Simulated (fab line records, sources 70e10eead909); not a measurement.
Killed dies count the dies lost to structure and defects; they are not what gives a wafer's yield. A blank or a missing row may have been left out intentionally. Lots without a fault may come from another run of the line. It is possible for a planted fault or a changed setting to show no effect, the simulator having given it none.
fab line records + flow nandHarc
record:
- lots: 15
- wafers: 45
- lastDay: 33
route steps=1302 shown P_GATE@141
lots untouched by any fault: they come from a run of this same line in which no faults occurred
startH: start of the lot's first displayed wafer, in hours after the record's first day + waitH: hours elapsed since this lot's preceding step + " unchanged from the row above + L1.1+2: one row covering several wafers at once + - value missing, or start not given + * or withheld: withheld + < > ~ a bound
route shown NAME@n: a module of which the file shows steps, and the number in the route of the first + usual: the fault-free wafers' mean and standard deviation + same: alike in all rows + chamber/n: place in a boat + sites: per-site readings + _std_site: standard deviation of those values + _edge_site: inner sites' mean taken away from outer sites' mean + radiusMm: for every site, how far away it sits from the centre of the wafer + mask NAME#n: copy n + behind: the tool/chamber that last shaped the wafer + hold: cause of the lot's hold/its duration in hours/its outcome + device: the transistor (n, p or np) that didn't switch + end of line: the route-end tests of the same wafers + a step without rows: its recipe alone + killed: not the wafer's yield, but the dies lost to structure and defects at the first sort + map: shows each die of a wafer: x if killed, . if not, _ if none is there
set.NAME: the run value of the setting; set.NAME@STEP: its run value at that earlier step + model.NAME: the simulator's own value behind a step, which no gauge read
one table for each step of the route and one row for each wafer, over a sample of lots
services: a tool's chamber out of use, with start hour (startH, from the record's first day; less than 0 if before it), hours out, and reason
== steps ==
step: NHARC_P_GATE_CD_MEAS_26
recipe:
- targetCdNm: 120
- landingEnergyEv: 500
usual:
- cdNm: 119.9/0.55
| lot.wafer | tool     | chamber | startH | waitH | cdNm  |
|-----------|----------|---------|--------|-------|-------|
| L367.1    | cdSem-01 | 0       | 97.76  | -     | 119.5 |
| L367.2    | "        | 0       | "      | "     | 119.5 |
| L367.5    | "        | 0       | "      | "     | 119.8 |
| L369.1    | cdSem-01 | 0       | 111.66 | -     | 120.2 |
| L369.4    | "        | 0       | "      | "     | 120.6 |
| L369.5    | "        | 0       | "      | "     | 119.8 |
| L370.2    | cdSem-02 | 0       | 122.24 | -     | 119.1 |
| L370.5    | "        | 0       | "      | "     | 118.7 |
| L370.6    | "        | 0       | "      | "     | 119.4 |
| L372.2    | cdSem-02 | 0       | 143.62 | -     | 119.6 |
| L372.4    | "        | 0       | "      | "     | 120.2 |
| L372.5    | "        | 0       | "      | "     | 119.3 |
| L373.2    | cdSem-03 | 0       | 154.38 | -     | 119.5 |
| L373.4    | "        | 0       | "      | "     | 119.9 |
| L373.5    | "        | 0       | "      | "     | 119.7 |
| L375.2    | cdSem-02 | 0       | 190.05 | -     | 120.5 |
| L375.3    | "        | 0       | "      | "     | 120.4 |
| L375.4    | "        | 0       | "      | "     | 121.3 |
| L376.2    | cdSem-01 | 0       | 192.87 | -     | 119.5 |
| L376.4    | "        | 0       | "      | "     | 120.0 |
| L376.6    | "        | 0       | "      | "     | 119.4 |
| L377.3    | cdSem-01 | 0       | 193.52 | -     | 120.0 |
| L377.4    | "        | 0       | "      | "     | 120.2 |
| L377.5    | "        | 0       | "      | "     | 120.3 |
| L378.1    | cdSem-02 | 0       | 207.82 | -     | 120.1 |
| L378.5    | "        | 0       | "      | "     | 119.2 |
| L378.6    | "        | 0       | "      | "     | 119.6 |
| L380.1    | cdSem-03 | 0       | 232.76 | -     | 120.1 |
| L380.4    | "        | 0       | "      | "     | 120.4 |
| L380.6    | "        | 0       | "      | "     | 121.3 |
| L384.1    | cdSem-03 | 0       | 266.21 | -     | 119.6 |
| L384.4    | "        | 0       | "      | "     | 119.6 |
| L384.6    | "        | 0       | "      | "     | 119.4 |
| L386.1    | cdSem-01 | 0       | 282.09 | -     | 120.0 |
| L386.5    | "        | 0       | "      | "     | 119.6 |
| L386.6    | "        | 0       | "      | "     | 120.2 |
| L385.4    | cdSem-03 | 0       | 282.40 | -     | 119.6 |
| L385.5    | "        | 0       | "      | "     | 120.1 |
| L385.6    | "        | 0       | "      | "     | 119.6 |
| L390.2    | cdSem-01 | 0       | 321.82 | -     | 119.7 |
| L390.5    | "        | 0       | "      | "     | 120.3 |
| L390.6    | "        | 0       | "      | "     | 119.2 |
| L389.2    | cdSem-03 | 0       | 322.44 | -     | 120.2 |
| L389.4    | "        | 0       | "      | "     | 119.3 |
| L389.6    | "        | 0       | "      | "     | 120.0 |
step: NHARC_P_GATE_INSPECT_28
usual:
- rawDefectCount: 6.1/2.9
| lot.wafer | tool             | chamber | startH | waitH | rawDefectCount |
|-----------|------------------|---------|--------|-------|----------------|
| L367.1    | defectInspect-01 | -       | 97.88  | 0.0   | 8              |
| L367.2    | "                | -       | "      | "     | 8              |
| L367.5    | "                | -       | "      | "     | 7              |
| L369.1    | defectInspect-02 | -       | 111.79 | 0.0   | 3              |
| L369.4    | "                | -       | "      | "     | 7              |
| L369.5    | "                | -       | "      | "     | 10             |
| L370.2    | defectInspect-02 | -       | 122.36 | 0.0   | 7              |
| L370.5    | "                | -       | "      | "     | 5              |
| L370.6    | "                | -       | "      | "     | 11             |
| L372.2    | defectInspect-01 | -       | 143.74 | 0.0   | 8              |
| L372.4    | "                | -       | "      | "     | 6              |
| L372.5    | "                | -       | "      | "     | 8              |
| L373.2    | defectInspect-02 | -       | 154.50 | 0.0   | 5              |
| L373.4    | "                | -       | "      | "     | 3              |
| L373.5    | "                | -       | "      | "     | 2              |
| L375.2    | defectInspect-01 | -       | 190.18 | 0.0   | 6              |
| L375.3    | "                | -       | "      | "     | 3              |
| L375.4    | "                | -       | "      | "     | 2              |
| L376.2    | defectInspect-02 | -       | 192.99 | 0.0   | 3              |
| L376.4    | "                | -       | "      | "     | 6              |
| L376.6    | "                | -       | "      | "     | 4              |
| L377.3    | defectInspect-02 | -       | 193.64 | 0.0   | 4              |
| L377.4    | "                | -       | "      | "     | 8              |
| L377.5    | "                | -       | "      | "     | 5              |
| L378.1    | defectInspect-01 | -       | 207.94 | 0.0   | 5              |
| L378.5    | "                | -       | "      | "     | 7              |
| L378.6    | "                | -       | "      | "     | 6              |
| L380.1    | defectInspect-02 | -       | 232.88 | 0.0   | 9              |
| L380.4    | "                | -       | "      | "     | 7              |
| L380.6    | "                | -       | "      | "     | 1              |
| L384.1    | defectInspect-02 | -       | 266.34 | 0.0   | 10             |
| L384.4    | "                | -       | "      | "     | 6              |
| L384.6    | "                | -       | "      | "     | 4              |
| L386.1    | defectInspect-01 | -       | 282.22 | 0.0   | 6              |
| L386.5    | "                | -       | "      | "     | 8              |
| L386.6    | "                | -       | "      | "     | 5              |
| L385.4    | defectInspect-02 | -       | 282.52 | 0.0   | 6              |
| L385.5    | "                | -       | "      | "     | 9              |
| L385.6    | "                | -       | "      | "     | 1              |
| L390.2    | defectInspect-01 | -       | 321.94 | 0.0   | 10             |
| L390.5    | "                | -       | "      | "     | 9              |
| L390.6    | "                | -       | "      | "     | 6              |
| L389.2    | defectInspect-01 | -       | 322.56 | 0.0   | 10             |
| L389.4    | "                | -       | "      | "     | 5              |
| L389.6    | "                | -       | "      | "     | 9              |
step: NHARC_P_GATE_DESCUM_31
recipe:
- timeS: 3
- o2FlowSccm: 200
- arFlowSccm: 0
- biasPowerW: 0
- chemistry: O2
usual:
- drypumpMotorCurrentA: 5.6/0.3
- oesProductAu: 1.002/0.0068
- rfVppV: 57.9/0.98
- showerheadPlenumPTorr: 1.94/0.079
- throttleValvePct: 11.312/0.009
same:
- biasPowerW: 0
| lot.wafer | tool       | chamber | startH | waitH | drypumpMotorCurrentA | oesProductAu | rfHoursCounterH | rfVppV | showerheadPlenumPTorr | throttleValvePct |
|-----------|------------|---------|--------|-------|----------------------|--------------|-----------------|--------|-----------------------|------------------|
| L367.1    | rieDiel-10 | 0       | 97.94  | 0.1   | 6.0                  | 0.998        | 0               | 57.7   | 1.96                  | 11.291           |
| L367.2    | "          | 2       | "      | "     | 5.3                  | 0.996        | 0               | 56.6   | 1.92                  | 11.320           |
| L367.5    | "          | 0       | "      | "     | 6.0                  | 1.001        | -               | 57.8   | 1.96                  | 11.312           |
| L369.4    | rieDiel-12 | 1       | 111.85 | 0.1   | 6.1                  | 1.007        | 1               | 57.2   | 1.94                  | 11.321           |
| L369.1    | "          | 2       | "      | "     | 5.4                  | 1.008        | 1               | 57.5   | 1.97                  | 11.312           |
| L369.5    | "          | 1       | "      | "     | 6.1                  | 1.011        | -               | 58.9   | 1.94                  | 11.319           |
| L370.2    | rieDiel-02 | 1       | 122.45 | 0.1   | 5.6                  | 1.000        | 5               | 57.7   | 1.98                  | 11.330           |
| L370.5    | "          | 2       | "      | "     | 5.9                  | 1.000        | -               | 58.6   | 1.79                  | 11.290           |
| L370.6    | "          | 3       | "      | "     | 5.1                  | 0.999        | -               | 60.2   | 2.01                  | 11.314           |
| L372.2    | rieDiel-12 | 2       | 143.82 | 0.1   | 5.4                  | 1.015        | 2               | 58.4   | 1.97                  | 11.323           |
| L372.4    | "          | 3       | "      | "     | 5.3                  | 1.011        | 1               | 58.5   | 2.03                  | 11.322           |
| L372.5    | "          | 1       | "      | "     | 6.0                  | 1.015        | -               | 58.4   | 1.94                  | 11.310           |
| L373.2    | rieDiel-12 | 2       | 154.58 | 0.1   | 5.4                  | 1.015        | 3               | 57.5   | 1.97                  | 11.325           |
| L373.4    | "          | 3       | "      | "     | 5.3                  | 0.999        | 3               | 59.0   | 2.03                  | 11.304           |
| L373.5    | "          | 1       | "      | "     | 6.1                  | 1.007        | -               | 58.6   | 1.94                  | 11.313           |
| L375.4    | rieDiel-10 | 3       | 190.24 | 0.1   | 5.6                  | 1.011        | 6               | 56.3   | 1.81                  | 11.315           |
| L375.3    | "          | 1       | "      | "     | 5.9                  | 1.007        | 7               | 57.8   | 1.85                  | 11.305           |
| L375.2    | "          | 2       | "      | "     | 5.3                  | 0.998        | 7               | 56.0   | 1.91                  | 11.318           |
| L376.4    | rieDiel-02 | 2       | 193.05 | 0.1   | 5.9                  | 0.994        | 9               | 57.4   | 1.79                  | 11.319           |
| L376.2    | "          | 1       | "      | "     | 5.6                  | 0.990        | 11              | 59.0   | 1.98                  | 11.322           |
| L376.6    | "          | 2       | "      | "     | 5.9                  | 0.998        | -               | 56.8   | 1.79                  | 11.322           |
| L377.3    | rieDiel-02 | 1       | 193.72 | 0.1   | 5.6                  | 1.002        | 11              | 58.5   | 1.98                  | 11.312           |
| L377.4    | "          | 2       | "      | "     | 5.9                  | 1.004        | 10              | 57.7   | 1.79                  | 11.326           |
| L377.5    | "          | 3       | "      | "     | 5.1                  | 1.004        | -               | 58.1   | 2.01                  | 11.323           |
| L378.1    | rieDiel-02 | 1       | 208.00 | 0.1   | 5.6                  | 1.002        | 11              | 58.1   | 1.98                  | 11.309           |
| L378.5    | "          | 1       | "      | "     | 5.6                  | 0.994        | -               | 57.7   | 1.98                  | 11.307           |
| L378.6    | "          | 2       | "      | "     | 5.9                  | 0.995        | -               | 56.8   | 1.79                  | 11.319           |
| L380.1    | rieDiel-10 | 3       | 232.95 | 0.1   | 5.6                  | 0.993        | 8               | 58.0   | 1.81                  | 11.299           |
| L380.4    | "          | 1       | "      | "     | 5.9                  | 0.996        | 10              | 57.1   | 1.85                  | 11.309           |
| L380.6    | "          | 3       | "      | "     | 5.6                  | 0.997        | -               | 56.7   | 1.81                  | 11.324           |
| L384.1    | rieDiel-12 | 1       | 266.40 | 0.1   | 6.0                  | 1.004        | 9               | 57.2   | 1.94                  | 11.313           |
| L384.4    | "          | 0       | "      | "     | 5.3                  | 1.015        | 11              | 58.5   | 1.99                  | 11.313           |
| L384.6    | "          | 1       | "      | "     | 6.0                  | 1.006        | -               | 57.6   | 1.94                  | 11.305           |
| L386.1    | rieDiel-02 | 3       | 282.30 | 0.1   | 5.1                  | 1.005        | 4               | 56.8   | 2.01                  | 11.306           |
| L386.5    | "          | 1       | "      | "     | 5.6                  | 0.997        | -               | 58.5   | 1.98                  | 11.321           |
| L386.6    | "          | 2       | "      | "     | 5.9                  | 0.992        | -               | 57.0   | 1.79                  | 11.323           |
| L385.4    | rieDiel-10 | 3       | 282.60 | 0.1   | 5.6                  | 1.005        | 1               | 57.5   | 1.81                  | 11.309           |
| L385.5    | "          | 0       | "      | "     | 6.0                  | 1.011        | -               | 57.5   | 1.95                  | 11.323           |
| L385.6    | "          | 1       | "      | "     | 5.9                  | 1.007        | -               | 56.9   | 1.85                  | 11.313           |
| L390.2    | rieDiel-02 | 0       | 322.03 | 0.1   | 5.5                  | 1.008        | 7               | 58.8   | 2.00                  | 11.315           |
| L390.5    | "          | 1       | "      | "     | 5.6                  | 0.996        | -               | 58.1   | 1.98                  | 11.320           |
| L390.6    | "          | 2       | "      | "     | 5.8                  | 1.005        | -               | 56.3   | 1.79                  | 11.312           |
| L389.2    | rieDiel-12 | 3       | 322.62 | 0.1   | 5.3                  | 1.005        | 3               | 58.8   | 2.03                  | 11.315           |
| L389.4    | "          | 1       | "      | "     | 6.1                  | 0.996        | 2               | 58.9   | 1.94                  | 11.289           |
| L389.6    | "          | 3       | "      | "     | 5.3                  | 0.995        | -               | 57.1   | 2.03                  | 11.304           |
step: NHARC_P_GATE_ETCHBACK_37
recipe:
- targetDepthA: 345
- timeS: 17.2
- chf3FlowSccm: 50
- o2FlowSccm: 10
- arFlowSccm: 200
- rfW: 500
- biasW: 200
- chemistry: CHF3/O2
usual:
- biasW: 200.0/0.61
- chamberPressureMTorr: 25.001/0.026
- drypumpMotorCurrentA: 5.60/0.28
- oesProductAu: 0.942/0.029
- rfVppV: 370.9/2.3
- showerheadPlenumPTorr: 2.41/0.096
- throttleValvePct: 20.572/0.0091
| lot.wafer | tool       | chamber | startH | waitH | biasW | chamberPressureMTorr | drypumpMotorCurrentA | oesProductAu | rfHoursCounterH | rfVppV | showerheadPlenumPTorr | throttleValvePct |
|-----------|------------|---------|--------|-------|-------|----------------------|----------------------|--------------|-----------------|--------|-----------------------|------------------|
| L367.2    | rieDiel-10 | 0       | 108.73 | -     | 201.4 | 24.988               | 5.98                 | 0.930        | 0.7             | 371.3  | 2.45                  | 20.582           |
| L367.1    | "          | 1       | "      | "     | 198.8 | 25.003               | 5.88                 | 0.933        | 0.7             | 369.2  | 2.32                  | 20.579           |
| L367.5    | "          | 2       | "      | "     | 200.0 | 24.983               | 5.30                 | 0.918        | -               | 370.7  | 2.40                  | 20.568           |
| L369.4    | rieDiel-10 | 1       | 122.60 | -     | 200.1 | 25.049               | 5.87                 | 0.929        | 1.6             | 369.5  | 2.32                  | 20.580           |
| L369.1    | "          | 2       | "      | "     | 198.9 | 25.017               | 5.38                 | 0.923        | 1.5             | 371.0  | 2.40                  | 20.572           |
| L369.5    | "          | 1       | "      | "     | 200.3 | 25.011               | 5.89                 | 0.929        | -               | 368.3  | 2.32                  | 20.578           |
| L370.2    | rieDiel-02 | 0       | 133.15 | -     | 200.8 | 24.987               | 5.48                 | 0.935        | 5.7             | 373.9  | 2.51                  | 20.570           |
| L370.6    | "          | 0       | "      | "     | 199.9 | 24.968               | 5.52                 | 0.933        | -               | 373.6  | 2.51                  | 20.562           |
| L370.5    | "          | 1       | "      | "     | 200.6 | 25.009               | 5.62                 | 0.928        | -               | 372.3  | 2.49                  | 20.562           |
| L372.2    | rieDiel-02 | 1       | 154.52 | -     | 200.0 | 24.995               | 5.62                 | 0.925        | 7.9             | 371.0  | 2.48                  | 20.575           |
| L372.4    | "          | 2       | "      | "     | 199.8 | 25.002               | 5.86                 | 0.914        | 7.1             | 367.5  | 2.25                  | 20.567           |
| L372.5    | "          | 1       | "      | "     | 200.4 | 24.994               | 5.61                 | 0.924        | -               | 372.0  | 2.48                  | 20.574           |
| L373.2    | rieDiel-02 | 3       | 165.29 | -     | 199.3 | 25.001               | 5.18                 | 1.007        | 7.0             | 372.6  | 2.52                  | 20.572           |
| L373.4    | "          | 1       | "      | "     | 201.0 | 25.011               | 5.62                 | 0.996        | 8.1             | 373.5  | 2.48                  | 20.588           |
| L373.5    | "          | 3       | "      | "     | 199.7 | 25.005               | 5.16                 | 0.997        | -               | 374.5  | 2.51                  | 20.569           |
| L375.3    | rieDiel-12 | 2       | 203.13 | -     | 199.8 | 25.008               | 5.42                 | 0.942        | 5.2             | 370.9  | 2.47                  | 20.566           |
| L375.2    | "          | 0       | "      | "     | 200.0 | 24.978               | 5.27                 | 0.933        | 6.2             | 373.1  | 2.49                  | 20.581           |
| L375.4    | "          | 1       | "      | "     | 200.4 | 25.004               | 6.06                 | 0.928        | 5.7             | 372.9  | 2.44                  | 20.593           |
| L376.4    | rieDiel-02 | 1       | 203.78 | -     | 199.8 | 24.980               | 5.61                 | 0.919        | 10.7            | 373.2  | 2.48                  | 20.560           |
| L376.2    | "          | 3       | "      | "     | 199.9 | 25.041               | 5.14                 | 0.917        | 8.7             | 373.4  | 2.51                  | 20.586           |
| L376.6    | "          | 0       | "      | "     | 201.4 | 24.970               | 5.52                 | 0.925        | -               | 372.3  | 2.51                  | 20.559           |
| L377.4    | rieDiel-10 | 1       | 204.42 | -     | 199.8 | 24.993               | 5.86                 | 0.979        | 8.5             | 367.4  | 2.32                  | 20.590           |
| L377.3    | "          | 2       | "      | "     | 200.3 | 25.012               | 5.36                 | 0.974        | 8.4             | 370.9  | 2.40                  | 20.571           |
| L377.5    | "          | 1       | "      | "     | 199.9 | 25.024               | 5.89                 | 0.985        | -               | 369.4  | 2.32                  | 20.558           |
| L378.1    | rieDiel-12 | 2       | 218.85 | -     | 200.1 | 24.990               | 5.42                 | 0.932        | 5.3             | 372.4  | 2.47                  | 20.567           |
| L378.6    | "          | 3       | "      | "     | 200.4 | 25.011               | 5.31                 | 0.937        | -               | 373.0  | 2.55                  | 20.573           |
| L378.5    | "          | 0       | "      | "     | 198.7 | 24.999               | 5.28                 | 0.934        | -               | 371.1  | 2.49                  | 20.564           |
| L380.4    | rieDiel-12 | 1       | 243.72 | -     | 199.9 | 24.989               | 6.08                 | 0.928        | 8.7             | 371.2  | 2.44                  | 20.556           |
| L380.1    | "          | 2       | "      | "     | 200.1 | 24.989               | 5.40                 | 0.927        | 7.2             | 372.5  | 2.47                  | 20.573           |
| L380.6    | "          | 3       | "      | "     | 198.6 | 24.956               | 5.32                 | 0.933        | -               | 374.0  | 2.54                  | 20.572           |
| L384.4    | rieDiel-10 | 1       | 277.23 | -     | -     | -                    | -                    | -            | -               | -      | -                     | -                |
| L384.1    | "          | 3       | "      | "     | -     | -                    | -                    | -            | -               | -      | -                     | -                |
| L384.6    | "          | 0       | "      | "     | -     | -                    | -                    | -            | -               | -      | -                     | -                |
| L386.1    | rieDiel-10 | 0       | 292.99 | -     | -     | -                    | -                    | -            | -               | -      | -                     | -                |
| L386.6    | "          | 0       | "      | "     | -     | -                    | -                    | -            | -               | -      | -                     | -                |
| L386.5    | "          | 1       | "      | "     | -     | -                    | -                    | -            | -               | -      | -                     | -                |
| L385.4    | rieDiel-02 | 0       | 293.32 | -     | -     | -                    | -                    | -            | -               | -      | -                     | -                |
| L385.6    | "          | 1       | "      | "     | -     | -                    | -                    | -            | -               | -      | -                     | -                |
| L385.5    | "          | 2       | "      | "     | -     | -                    | -                    | -            | -               | -      | -                     | -                |
| L390.2    | rieDiel-10 | 0       | 332.82 | -     | 200.4 | 25.024               | 5.95                 | 0.937        | 3.6             | 371.5  | 2.45                  | 20.580           |
| L390.6    | "          | 2       | "      | "     | 200.2 | 24.981               | 5.35                 | 0.929        | -               | 371.2  | 2.40                  | 20.580           |
| L390.5    | "          | 3       | "      | "     | 199.9 | 25.019               | 5.59                 | 0.927        | -               | 367.4  | 2.27                  | 20.578           |
| L389.2    | rieDiel-12 | 3       | 333.37 | -     | 200.6 | 24.988               | 5.31                 | 0.926        | 3.2             | 373.8  | 2.54                  | 20.577           |
| L389.4    | "          | 0       | "      | "     | 200.4 | 24.966               | 5.24                 | 0.927        | 3.4             | 373.2  | 2.49                  | 20.571           |
| L389.6    | "          | 3       | "      | "     | 199.9 | 24.987               | 5.30                 | 0.930        | -               | 374.4  | 2.54                  | 20.556           |
== services ==
| tool       | chamber | startH | hours | kind   |
|------------|---------|--------|-------|--------|
| rieDiel-12 | 2       | 74.02  | 5.3   | repair |
| rieDiel-12 | -       | 91.46  | 9.0   | pm     |
| rieDiel-02 | 0       | 97.70  | -     | clean  |
| rieDiel-02 | 1       | 97.70  | -     | clean  |
| rieDiel-02 | 2       | 97.70  | -     | clean  |
| rieDiel-02 | 3       | 97.70  | -     | clean  |
| rieDiel-12 | 0       | 104.03 | 7.6   | repair |
| rieDiel-02 | 0       | 122.20 | -     | clean  |
| rieDiel-02 | 1       | 122.20 | -     | clean  |
| rieDiel-02 | 2       | 122.20 | -     | clean  |
| rieDiel-02 | 3       | 122.20 | -     | clean  |
| rieDiel-02 | 0       | 146.70 | -     | clean  |
| rieDiel-02 | 1       | 146.70 | -     | clean  |
| rieDiel-02 | 2       | 146.70 | -     | clean  |
| rieDiel-02 | 3       | 146.70 | -     | clean  |
| rieDiel-10 | 1       | 157.19 | 7.7   | repair |
| rieDiel-12 | 3       | 182.55 | 2.5   | repair |
| rieDiel-02 | 0       | 184.27 | 3.9   | repair |
| rieDiel-12 | 1       | 195.26 | 6.4   | repair |
| rieDiel-02 | -       | 216.70 | 9.0   | pm     |
| rieDiel-10 | -       | 242.50 | 9.0   | pm     |
| rieDiel-12 | -       | 268.46 | 9.0   | pm     |
| rieDiel-02 | 1       | 316.32 | 2.1   | repair |
| rieDiel-10 | -       | 321.63 | 0.4   | repair |
== key ==
firstSign:
- step: NHARC_P_GATE_ETCHBACK_37
- reading: toolRecord
- direction: missing
effect none on later readings
metAt NHARC_P_GATE_ETCHBACK_37
struckLots L384,L385,L386
laterRowsLeftOut L384.1,L384.4,L384.6,L385.4,L385.5,L385.6,L386.1,L386.5,L386.6
sortLeftOut L384.1,L384.4,L384.6,L385.4,L385.5,L385.6,L386.1,L386.5,L386.6
testerLeftOut L384,L385,L386
notActingAt NHARC_P_GATE_CD_MEAS_26,NHARC_P_GATE_INSPECT_28,NHARC_P_GATE_DESCUM_31
onsetBetween 204.42 277.23
fault:
- kind: skippedStepWhole
- tool: rieDiel-02,rieDiel-10
- chamber: -
- onsetH: 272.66
- steps: NHARC_P_GATE_ETCHBACK_37
- scope: struckLotsOnly
testerLeftOut: of these lots the tester's yield and bins aren't shown, on N5 and GAA mostly nor the transistor test; their killed dies are dies lost to structure and defects alone, not to doping, threshold or leakage, so they don't give the yield
sortLeftOut: the simulated sort isn't trusted on such a fault, so these wafers' sort isn't shown, and their yield isn't known
laterRowsLeftOut: the simulator's readings of these wafers behind a module that went badly wrong aren't trusted and aren't shown, but for the sort
